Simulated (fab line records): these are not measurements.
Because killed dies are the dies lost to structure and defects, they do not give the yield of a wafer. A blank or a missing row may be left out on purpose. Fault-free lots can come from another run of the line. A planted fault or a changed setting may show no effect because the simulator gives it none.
Which tool is to blame? + flow nand harc + 13 lots with 39 wafers sampled at 5 steps, on a route of 1159 steps

WHAT THE GAUGES SHOWED, per wafer
NHARC_END_SORT_01.
| lot  | measured     | on        | defect limited yield (%) | killed at array | killed at other | killed at periphery | killed dies | killed open | killed short | sort_bin_2_pct (%) | sort_bin_3_pct (%) | sort_bin_4_pct (%) | sort n pass | sort rim yield pct (%) | sort yield pct (%) |
|------|--------------|-----------|--------------------------|-----------------|-----------------|---------------------|-------------|-------------|--------------|--------------------|--------------------|--------------------|-------------|------------------------|--------------------|
| L172 | day 23 08:41 | prober-02 | 80.8 94.2 97.2           | 128 39 18       | 0 0 0           | 2 0 1               | 130 39 19   | 2 5 1       | 2 1 0        | 6.4 2.5 0.7        | 5.91 0 0           | 6.9 3.2 2.1        | 547 638 658 | 96 97 93               | 80.8 94.2 97.2     |
| L173 | day 24 00:25 | prober-02 | 93.5 95.9 77.5           | 43 26 140       | 0 0 1           | 1 2 11              | 44 28 152   | 6 2 3       | 0 1 2        | 1.2 1.2 8.4        | 0.44 0.15 5.76     | 4.9 2.8 8.3        | 633 649 525 | 96 91 94               | 93.5 95.9 77.5     |

WHICH TOOL RAN EACH LOT (tool, then ch and the chambers of the sampled wafers, then the start)
| lot  | NHARC_A_M0_PVD_21            | NHARC_THIN_TSV_ANNEAL_52         | NHARC_THIN_TSV_DEGAS_53      | NHARC_THIN_TSV_STRIP_56              |
|------|------------------------------|----------------------------------|------------------------------|--------------------------------------|
| L166 | pvd sputter-03, day 17 20:56 | rtp anneal-02 ch 0, day 21 18:53 | pvd sputter-02, day 21 20:00 | plasma asher-02 ch 1, day 21 22:43   |
| L165 | pvd sputter-02, day 17 21:34 | rtp anneal-01 ch 0, day 21 20:32 | pvd sputter-02, day 21 21:52 | plasma asher-02 ch 0,1, day 22 00:20 |
| L167 | pvd sputter-03, day 17 21:46 | rtp anneal-02 ch 0, day 21 22:05 | pvd sputter-02, day 21 23:25 | plasma asher-02 ch 0,1, day 22 03:51 |
| L170 | pvd sputter-03, day 18 06:53 | rtp anneal-01 ch 0, day 22 00:11 | pvd sputter-03, day 22 02:50 | plasma asher-01 ch 0,1, day 22 05:41 |
| L172 | pvd sputter-03, day 19 10:42 | rtp anneal-01 ch 0, day 22 05:16 | pvd sputter-02, day 22 06:06 | plasma asher-02 ch 0,1, day 22 07:55 |
| L173 | pvd sputter-03, day 20 10:37 | rtp anneal-01 ch 0, day 22 07:43 | pvd sputter-03, day 22 08:31 | plasma asher-01 ch 0,1, day 22 10:12 |
| L174 | pvd sputter-02, day 20 20:31 | rtp anneal-01 ch 0, day 22 08:01 | pvd sputter-02, day 22 08:51 | plasma asher-01 ch 0,1, day 22 10:49 |
| L178 | pvd sputter-02, day 20 23:47 | rtp anneal-01 ch 0, day 22 08:43 | pvd sputter-03, day 22 09:31 | plasma asher-01 ch 0,1, day 22 11:20 |
| L181 | pvd sputter-02, day 22 00:10 | rtp anneal-02 ch 0, day 23 04:49 | pvd sputter-01, day 23 05:37 | plasma asher-01 ch 0,1, day 23 07:17 |
| L182 | pvd sputter-02, day 22 05:17 | rtp anneal-01 ch 0, day 23 10:10 | pvd sputter-01, day 23 10:59 | plasma asher-01 ch 0,1, day 23 13:16 |
| L187 | pvd sputter-03, day 22 22:13 | rtp anneal-02 ch 0, day 24 02:25 | pvd sputter-01, day 24 03:10 | plasma asher-01 ch 0,1, day 24 04:59 |
| L186 | pvd sputter-03, day 23 04:28 | rtp anneal-02 ch 0, day 24 11:02 | pvd sputter-03, day 24 11:52 | plasma asher-02 ch 0,1, day 24 13:33 |
| L188 | pvd sputter-01, day 23 14:52 | rtp anneal-02 ch 0, day 24 18:05 | pvd sputter-01, day 24 18:56 | plasma asher-01 ch 0,1, day 24 20:36 |
- NHARC_A_M0_PVD_21: deposits Cu, target thk 30 nm, time 20.49 s.
- NHARC_THIN_TSV_ANNEAL_52: time 90 s.
- NHARC_THIN_TSV_DEGAS_53: time 60 s.
- NHARC_THIN_TSV_STRIP_56: strips in O2.

AS READ BY THE TOOLS THEMSELVES (means over the sampled wafers that have a number; for cases with no such wafer, the mark the record gives instead)
NHARC_A_M0_PVD_21.
| lot  | tool           | throttle valve pct (%) |
|------|----------------|------------------------|
| L166 | pvd sputter-03 | 28.9                   |
| L165 | pvd sputter-02 | 30.7                   |
| L167 | pvd sputter-03 | 29.7                   |
| L170 | pvd sputter-03 | 29.7                   |
| L172 | pvd sputter-03 | 29.0                   |
| L173 | pvd sputter-03 | 29.0                   |
| L174 | pvd sputter-02 | 30.8                   |
| L178 | pvd sputter-02 | 29.6                   |
| L181 | pvd sputter-02 | 30.1                   |
| L182 | pvd sputter-02 | 31.0                   |
| L187 | pvd sputter-03 | 29.2                   |
| L186 | pvd sputter-03 | 29.7                   |
| L188 | pvd sputter-01 | 30.5                   |

NHARC_THIN_TSV_ANNEAL_52.
| lot  | tool          | wafer_temp_C_max |
|------|---------------|------------------|
| L166 | rtp anneal-02 | 225.5            |
| L165 | rtp anneal-01 | 226.3            |
| L167 | rtp anneal-02 | 225.8            |
| L170 | rtp anneal-01 | 226.0            |
| L172 | rtp anneal-01 | 226.1            |
| L173 | rtp anneal-01 | 226.0            |
| L174 | rtp anneal-01 | 226.1            |
| L178 | rtp anneal-01 | 226.2            |
| L181 | rtp anneal-02 | 226.0            |
| L182 | rtp anneal-01 | 225.9            |
| L187 | rtp anneal-02 | 225.6            |
| L186 | rtp anneal-02 | 225.5            |
| L188 | rtp anneal-02 | 226.1            |

NHARC_THIN_TSV_DEGAS_53.
| lot  | tool           | heater power w (W) |
|------|----------------|--------------------|
| L166 | pvd sputter-02 | 453                |
| L165 | pvd sputter-02 | 480                |
| L167 | pvd sputter-02 | 467                |
| L170 | pvd sputter-03 | 404                |
| L172 | pvd sputter-02 | 465                |
| L173 | pvd sputter-03 | 423                |
| L174 | pvd sputter-02 | 461                |
| L178 | pvd sputter-03 | 435                |
| L181 | pvd sputter-01 | 508                |
| L182 | pvd sputter-01 | 528                |
| L187 | pvd sputter-01 | 488                |
| L186 | pvd sputter-03 | 463                |
| L188 | pvd sputter-01 | 509                |

NHARC_THIN_TSV_STRIP_56.
| lot  | tool            | drypump motor current A (A) | heater power w (W) | temp c (C) |
|------|-----------------|-----------------------------|--------------------|------------|
| L166 | plasma asher-02 | 5.77                        | 312                | 249.93     |
| L165 | plasma asher-02 | 5.69                        | 308                | 250.04     |
| L167 | plasma asher-02 | 5.72                        | 305                | 250.18     |
| L170 | plasma asher-01 | 5.13                        | 366                | 250.17     |
| L172 | plasma asher-02 | 5.68                        | 308                | 249.93     |
| L173 | plasma asher-01 | 5.10                        | 370                | 249.90     |
| L174 | plasma asher-01 | 5.11                        | 364                | 250.13     |
| L178 | plasma asher-01 | 5.11                        | 361                | 250.09     |
| L181 | plasma asher-01 | 5.11                        | 364                | 249.95     |
| L182 | plasma asher-01 | 5.12                        | 358                | 249.95     |
| L187 | plasma asher-01 | 5.11                        | 367                | 249.84     |
| L186 | plasma asher-02 | 5.69                        | 299                | 249.91     |
| L188 | plasma asher-01 | 5.11                        | 369                | 249.72     |

THE ANSWER, worked out from the rows above alone
Rule: what is usual is taken from the lots themselves. The widest of any qualifying gaps counts: lots, ordered by their means at a reading, are off when they make up no more than a third of the lots, leave a main group of 4 or more, and stand apart from it by 3 or more times the standard deviation of that group's means. If all means in a main group match to the digits the tables above print for the reading, that group is not used. A lot without any number at a reading at which 4 lots or more have one is off too. All remaining lots with rows at the step are treated as sound. The gauges are gone through in route order, then the tools' own readings, and for those a lot's mean is taken as printed above. The first step at which some lot is off is used, and at that step the reading that is off furthest; a lot without a number counts as furthest.
No lot is off at any reading shown: from this, nothing can be told.

WHAT THE SIMULATOR PUT IN
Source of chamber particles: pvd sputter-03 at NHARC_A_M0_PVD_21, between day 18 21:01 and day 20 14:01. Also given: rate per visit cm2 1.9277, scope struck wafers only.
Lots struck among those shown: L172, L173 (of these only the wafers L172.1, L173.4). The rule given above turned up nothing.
